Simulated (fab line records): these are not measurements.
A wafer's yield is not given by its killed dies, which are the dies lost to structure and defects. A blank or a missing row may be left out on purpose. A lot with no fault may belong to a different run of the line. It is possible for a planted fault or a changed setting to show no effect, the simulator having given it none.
Chamber matching | flow nand harc | 4 sister chambers for NHARC_A_BONDPAD_ETCH_34 on rie diel-05
The step etches the open film in N2/H2, target depth 60 nm, overetch 18 nm, time 65.91 s. 4 wafers are shown with their chamber, then 9 later ones without.

WAFERS WITH THEIR CHAMBER
wafer  | chamber | drypump motor current A (A)
L760.6 | 1       | 6.1
L758.1 | 3       | 5.8
L758.2 | 0       | 5.8
L758.3 | 2       | 5.3

WAFERS WITHOUT THEIR CHAMBER
wafer  | drypump motor current A (A)
L761.1 | 5.8
L761.4 | 5.3
L761.6 | 5.7
L771.1 | 6.2
L771.5 | 5.8
L771.6 | 5.3
L770.1 | 5.8
L770.2 | 5.8
L770.3 | 6.1

THE CHAMBER EACH PASSED THROUGH
wafer  | from the rows above     | in truth
L761.1 | can't be placed: 0 or 3 | 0
L761.4 | 2                       | 2
L761.6 | can't be placed: 0 or 3 | 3
L771.1 | 1                       | 1
L771.5 | can't be placed: 0 or 3 | 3
L771.6 | 2                       | 2
L770.1 | can't be placed: 0 or 3 | 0
L770.2 | can't be placed: 0 or 3 | 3
L770.3 | 1                       | 1
Correctly placed: 4 of 9. Unplaceable from these rows: 5, with the true chamber sitting among the candidates in 5. Number placed wrongly: 0.
How it was worked out, from the rows above alone: a wafer's distance from a chamber is the root of the sum, over the readings, of the square of ((its reading less the chamber's mean) divided by the reading's scatter). If the next closest chamber is less than 2 further off than the closest, the wafer can't be placed; otherwise it belongs to the closest. A chamber's mean is the mean of its shown wafers. The scatter (one wafer shown for each chamber): square how far every hidden wafer sits from the nearest shown wafer, average those squares and take the square root.
